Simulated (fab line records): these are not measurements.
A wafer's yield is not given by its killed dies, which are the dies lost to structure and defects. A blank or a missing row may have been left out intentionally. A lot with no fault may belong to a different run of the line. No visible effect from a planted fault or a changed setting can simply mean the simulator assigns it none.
Which of the tools did it? :: flow nand-harc :: 45 wafers from 15 lots sampled at 4 of the route's 1302 steps

WHAT THE GAUGES SHOWED, per wafer
NHARC_A_SLIT_CD_MEAS_09: the cd target is 300 nm. Usual: cd-nm 299.9 nm, standard deviation 0.73.
lot: L180
measured: day 19 22:36
on: cd-sem-03
cd-nm (nm): 300.5 300.8 300.7
flag: 

lot: L183
measured: day 21 03:54
on: cd-sem-02
cd-nm (nm): 299.7 300.8 300.5
flag: 

lot: L185
measured: day 22 03:40
on: cd-sem-03
cd-nm (nm): 299.5 298.8 299.6
flag: 

lot: L186
measured: day 22 03:31
on: cd-sem-03
cd-nm (nm): 300.1 300.1 298.7
flag: 

lot: L193
measured: day 24 22:16
on: cd-sem-02
cd-nm (nm): 300.0 299.0 298.8
flag: 

lot: L195
measured: day 25 17:22
on: cd-sem-01
cd-nm (nm): 300.8 299.7 300.3
flag: 

lot: L194
measured: day 25 17:40
on: cd-sem-03
cd-nm (nm): 300.2 300.0 300.7
flag: 

lot: L197
measured: day 26 21:46
on: cd-sem-03
cd-nm (nm): 298.9 298.8 299.7
flag: 

lot: L196
measured: day 26 22:02
on: cd-sem-02
cd-nm (nm): 300.7 299.8 299.0
flag: 

lot: L199
measured: day 27 14:51
on: cd-sem-02
cd-nm (nm): 300.0 299.9 299.2
flag: 

lot: L198
measured: day 27 18:58
on: cd-sem-03
cd-nm (nm): 301.0 300.7 301.5
flag: 

lot: L201
measured: day 28 08:13
on: cd-sem-02
cd-nm (nm): 300.9 300.3 299.4
flag: 

lot: L200
measured: day 28 08:24
on: cd-sem-01
cd-nm (nm): 300.4 300.0 299.6
flag: 

lot: L202
measured: day 28 17:25
on: cd-sem-02
cd-nm (nm): 298.5 300.2 300.1
flag: 

lot: L203
measured: day 29 10:17
on: cd-sem-01
cd-nm (nm): 299.9 299.8 301.2
flag: 

WHAT TOOL EACH LOT RAN ON (gives the tool, then ch and the chambers of the sampled wafers, and finally the start)
lot: L180
NHARC_A_STAIRCASE_DEP_471: pecvd-04 ch 1,2, day 19 08:56
NHARC_A_STAIRCASE_CMP_472: cmp-04 ch 0,2,3, day 19 09:11
NHARC_A_SLIT_DEP_25: pecvd-01 ch 0,1,2, day 19 16:50

lot: L183
NHARC_A_STAIRCASE_DEP_471: pecvd-01 ch 0,1,2, day 20 15:50
NHARC_A_STAIRCASE_CMP_472: cmp-04 ch 0,2,3, day 20 16:06
NHARC_A_SLIT_DEP_25: pecvd-01 ch 1,2, day 20 23:07

lot: L185
NHARC_A_STAIRCASE_DEP_471: pecvd-03 ch 0,2, day 21 13:04
NHARC_A_STAIRCASE_CMP_472: cmp-02 ch 1,2, day 21 13:20
NHARC_A_SLIT_DEP_25: pecvd-04 ch 0,1,2, day 21 21:46

lot: L186
NHARC_A_STAIRCASE_DEP_471: pecvd-03 ch 0,2, day 21 14:11
NHARC_A_STAIRCASE_CMP_472: cmp-01 ch 0,2,3, day 21 14:26
NHARC_A_SLIT_DEP_25: pecvd-02 ch 0,1, day 21 21:45

lot: L193
NHARC_A_STAIRCASE_DEP_471: pecvd-04 ch 0,2, day 24 04:30
NHARC_A_STAIRCASE_CMP_472: cmp-01 ch 0,2,3, day 24 04:46
NHARC_A_SLIT_DEP_25: pecvd-04 ch 1,2, day 24 10:03

lot: L195
NHARC_A_STAIRCASE_DEP_471: pecvd-04 ch 1,2, day 25 02:43
NHARC_A_STAIRCASE_CMP_472: cmp-04 ch 1,2, day 25 02:59
NHARC_A_SLIT_DEP_25: pecvd-01 ch 0,1, day 25 11:18

lot: L194
NHARC_A_STAIRCASE_DEP_471: pecvd-01 ch 0,2, day 25 03:21
NHARC_A_STAIRCASE_CMP_472: cmp-04 ch 1,2,3, day 25 03:38
NHARC_A_SLIT_DEP_25: pecvd-04 ch 0,1,2, day 25 11:34

lot: L197
NHARC_A_STAIRCASE_DEP_471: pecvd-03 ch 1,2, day 26 08:37
NHARC_A_STAIRCASE_CMP_472: cmp-01 ch 0,1, day 26 08:54
NHARC_A_SLIT_DEP_25: pecvd-04 ch 1,2, day 26 17:00

lot: L196
NHARC_A_STAIRCASE_DEP_471: pecvd-04 ch 0,1,2, day 26 08:53
NHARC_A_STAIRCASE_CMP_472: cmp-01 ch 1,2,3, day 26 09:10
NHARC_A_SLIT_DEP_25: pecvd-01 ch 0,1,2, day 26 17:11

lot: L199
NHARC_A_STAIRCASE_DEP_471: pecvd-01 ch 0,1,2, day 26 23:25
NHARC_A_STAIRCASE_CMP_472: cmp-01 ch 1,3, day 26 23:43
NHARC_A_SLIT_DEP_25: pecvd-02 ch 0,1,2, day 27 09:37

lot: L198
NHARC_A_STAIRCASE_DEP_471: pecvd-04 ch 0,1, day 27 05:43
NHARC_A_STAIRCASE_CMP_472: cmp-04 ch 1,2, day 27 06:00
NHARC_A_SLIT_DEP_25: pecvd-02 ch 0,1,2, day 27 14:25

lot: L201
NHARC_A_STAIRCASE_DEP_471: pecvd-03 ch 0,2, day 27 16:24
NHARC_A_STAIRCASE_CMP_472: cmp-04 ch 0,1,3, day 27 16:40
NHARC_A_SLIT_DEP_25: pecvd-02 ch 0,1,2, day 28 03:25

lot: L200
NHARC_A_STAIRCASE_DEP_471: pecvd-01 ch 0,2, day 27 16:29
NHARC_A_STAIRCASE_CMP_472: cmp-02 ch 1,2,3, day 27 16:46
NHARC_A_SLIT_DEP_25: pecvd-04 ch 0,2, day 28 03:29

lot: L202
NHARC_A_STAIRCASE_DEP_471: pecvd-04 ch 0,1,2, day 27 23:48
NHARC_A_STAIRCASE_CMP_472: cmp-01 ch 0,3, day 28 00:05
NHARC_A_SLIT_DEP_25: pecvd-01 ch 0,2, day 28 11:08

lot: L203
NHARC_A_STAIRCASE_DEP_471: pecvd-03 ch 0,1,2, day 28 19:17
NHARC_A_STAIRCASE_CMP_472: cmp-02 ch 1,2,3, day 28 19:32
NHARC_A_SLIT_DEP_25: pecvd-04 ch 0,1,2, day 29 04:55
- NHARC_A_STAIRCASE_DEP_471: deposits SiO2, target thk 100 nm.
- NHARC_A_STAIRCASE_CMP_472: polishes SiO2.
- NHARC_A_SLIT_DEP_25: deposits SiO2, target thk 200 nm.

WHAT THE TOOLS THEMSELVES READ (means of the sampled wafers that have a number; where no wafer has one, the mark that the record gives instead)
NHARC_A_STAIRCASE_DEP_471. Usual: chamber-pressure-Torr 6.499 Torr, standard deviation 0.013; heater-power-outer-w 301 W, standard deviation 65; heater-power-w 557 W, standard deviation 100; throttle-valve-pct 16.4 %, standard deviation 0.47.
lot: L180
tool: pecvd-04
chamber-pressure-Torr (Torr): 6.499
heater-power-outer-w (W): 322
heater-power-w (W): 538
throttle-valve-pct (%): 16.9
flag: 

lot: L183
tool: pecvd-01
chamber-pressure-Torr (Torr): 6.505
heater-power-outer-w (W): 247
heater-power-w (W): 498
throttle-valve-pct (%): 16.3
flag: 

lot: L185
tool: pecvd-03
chamber-pressure-Torr (Torr): 6.503
heater-power-outer-w (W): 296
heater-power-w (W): 543
throttle-valve-pct (%): 16.9
flag: 

lot: L186
tool: pecvd-03
chamber-pressure-Torr (Torr): 6.499
heater-power-outer-w (W): 290
heater-power-w (W): 531
throttle-valve-pct (%): 17.0
flag: 

lot: L193
tool: pecvd-04
chamber-pressure-Torr (Torr): 6.498
heater-power-outer-w (W): 294
heater-power-w (W): 527
throttle-valve-pct (%): 16.5
flag: 

lot: L195
tool: pecvd-04
chamber-pressure-Torr (Torr): 6.503
heater-power-outer-w (W): 301
heater-power-w (W): 511
throttle-valve-pct (%): 16.5
flag: 

lot: L194
tool: pecvd-01
chamber-pressure-Torr (Torr): 6.499
heater-power-outer-w (W): 312
heater-power-w (W): 577
throttle-valve-pct (%): 16.0
flag: 

lot: L197
tool: pecvd-03
chamber-pressure-Torr (Torr): 6.512
heater-power-outer-w (W): 314
heater-power-w (W): 579
throttle-valve-pct (%): 16.0
flag: 

lot: L196
tool: pecvd-04
chamber-pressure-Torr (Torr): 6.500
heater-power-outer-w (W): 316
heater-power-w (W): 570
throttle-valve-pct (%): 16.7
flag: 

lot: L199
tool: pecvd-01
chamber-pressure-Torr (Torr): 6.511
heater-power-outer-w (W): 269
heater-power-w (W): 523
throttle-valve-pct (%): 16.3
flag: 

lot: L198
tool: pecvd-04
chamber-pressure-Torr (Torr): 6.501
heater-power-outer-w (W): 371
heater-power-w (W): 717
throttle-valve-pct (%): 16.8
flag: 

lot: L201
tool: pecvd-03
chamber-pressure-Torr (Torr): 6.504
heater-power-outer-w (W): 233
heater-power-w (W): 491
throttle-valve-pct (%): 15.9
flag: 

lot: L200
tool: pecvd-01
chamber-pressure-Torr (Torr): 6.503
heater-power-outer-w (W): 267
heater-power-w (W): 544
throttle-valve-pct (%): 16.3
flag: 

lot: L202
tool: pecvd-04
chamber-pressure-Torr (Torr): 6.496
heater-power-outer-w (W): 325
heater-power-w (W): 602
throttle-valve-pct (%): 16.3
flag: 

lot: L203
tool: pecvd-03
chamber-pressure-Torr (Torr): 6.493
heater-power-outer-w (W): 312
heater-power-w (W): 557
throttle-valve-pct (%): 16.3
flag: 

NHARC_A_STAIRCASE_CMP_472. Usual: motor-current-A 12.5 A, standard deviation 1.1.
lot: L180
tool: cmp-04
motor-current-A (A): 12.7
flag: 

lot: L183
tool: cmp-04
motor-current-A (A): 12.8
flag: 

lot: L185
tool: cmp-02
motor-current-A (A): 12.7
flag: 

lot: L186
tool: cmp-01
motor-current-A (A): 12.6
flag: 

lot: L193
tool: cmp-01
motor-current-A (A): 12.1
flag: 

lot: L195
tool: cmp-04
motor-current-A (A): 13.2
flag: 

lot: L194
tool: cmp-04
motor-current-A (A): 13.0
flag: 

lot: L197
tool: cmp-01
motor-current-A (A): 13.6
flag: 

lot: L196
tool: cmp-01
motor-current-A (A): 12.6
flag: 

lot: L199
tool: cmp-01
motor-current-A (A): 13.2
flag: 

lot: L198
tool: cmp-04
motor-current-A (A): 12.9
flag: 

lot: L201
tool: cmp-04
motor-current-A (A): 12.3
flag: 

lot: L200
tool: cmp-02
motor-current-A (A): 12.3
flag: 

lot: L202
tool: cmp-01
motor-current-A (A): 12.6
flag: 

lot: L203
tool: cmp-02
motor-current-A (A): 12.1
flag: 

NHARC_A_SLIT_DEP_25. Usual: chamber-pressure-Torr 6.499 Torr, standard deviation 0.014; heater-power-outer-w 301 W, standard deviation 59; heater-power-w 561 W, standard deviation 95; throttle-valve-pct 16.3 %, standard deviation 0.49.
lot: L180
tool: pecvd-01
chamber-pressure-Torr (Torr): 6.488
heater-power-outer-w (W): 237
heater-power-w (W): 490
throttle-valve-pct (%): 16.1
flag: 

lot: L183
tool: pecvd-01
chamber-pressure-Torr (Torr): -
heater-power-outer-w (W): -
heater-power-w (W): -
throttle-valve-pct (%): -
flag: OFF

lot: L185
tool: pecvd-04
chamber-pressure-Torr (Torr): -
heater-power-outer-w (W): -
heater-power-w (W): -
throttle-valve-pct (%): -
flag: OFF

lot: L186
tool: pecvd-02
chamber-pressure-Torr (Torr): -
heater-power-outer-w (W): -
heater-power-w (W): -
throttle-valve-pct (%): -
flag: OFF

lot: L193
tool: pecvd-04
chamber-pressure-Torr (Torr): 6.508
heater-power-outer-w (W): 367
heater-power-w (W): 599
throttle-valve-pct (%): 16.9
flag: 

lot: L195
tool: pecvd-01
chamber-pressure-Torr (Torr): 6.510
heater-power-outer-w (W): 253
heater-power-w (W): 477
throttle-valve-pct (%): 16.2
flag: 

lot: L194
tool: pecvd-04
chamber-pressure-Torr (Torr): 6.502
heater-power-outer-w (W): 342
heater-power-w (W): 609
throttle-valve-pct (%): 16.7
flag: 

lot: L197
tool: pecvd-04
chamber-pressure-Torr (Torr): 6.493
heater-power-outer-w (W): 315
heater-power-w (W): 520
throttle-valve-pct (%): 16.8
flag: 

lot: L196
tool: pecvd-01
chamber-pressure-Torr (Torr): 6.511
heater-power-outer-w (W): 288
heater-power-w (W): 552
throttle-valve-pct (%): 16.2
flag: 

lot: L199
tool: pecvd-02
chamber-pressure-Torr (Torr): 6.505
heater-power-outer-w (W): 313
heater-power-w (W): 588
throttle-valve-pct (%): 15.9
flag: 

lot: L198
tool: pecvd-02
chamber-pressure-Torr (Torr): 6.503
heater-power-outer-w (W): 287
heater-power-w (W): 554
throttle-valve-pct (%): 16.3
flag: 

lot: L201
tool: pecvd-02
chamber-pressure-Torr (Torr): 6.495
heater-power-outer-w (W): 341
heater-power-w (W): 622
throttle-valve-pct (%): 16.3
flag: 

lot: L200
tool: pecvd-04
chamber-pressure-Torr (Torr): 6.480
heater-power-outer-w (W): 351
heater-power-w (W): 686
throttle-valve-pct (%): 16.3
flag: 

lot: L202
tool: pecvd-01
chamber-pressure-Torr (Torr): 6.506
heater-power-outer-w (W): 339
heater-power-w (W): 621
throttle-valve-pct (%): 16.2
flag: 

lot: L203
tool: pecvd-04
chamber-pressure-Torr (Torr): 6.515
heater-power-outer-w (W): 355
heater-power-w (W): 632
throttle-valve-pct (%): 16.3
flag: 

THE ANSWER, worked out from the rows above alone
Rule: a lot counts as off when the mean over its wafers that have a number is more than 3 standard deviations away from the usual mean. Also off: a lot with no number at a reading for which 4 or more lots have one. All remaining lots with rows at the step are treated as sound. First the gauges in route order, then the tools' own readings, where a lot's mean is used as printed above. The first step at which some lot is off is used, and at that step the reading that is off furthest; a lot without a number counts as furthest.
Off, at NHARC_A_SLIT_DEP_25 on chamber-pressure-Torr: L183, L185, L186. Without a number there: L183, L185, L186.
A tool fits if, at that step or a process step before it, it ran every lot that is off, and no sound lot after the first of them. Not one of the candidates tried fits.

WHAT THE SIMULATOR PUT IN
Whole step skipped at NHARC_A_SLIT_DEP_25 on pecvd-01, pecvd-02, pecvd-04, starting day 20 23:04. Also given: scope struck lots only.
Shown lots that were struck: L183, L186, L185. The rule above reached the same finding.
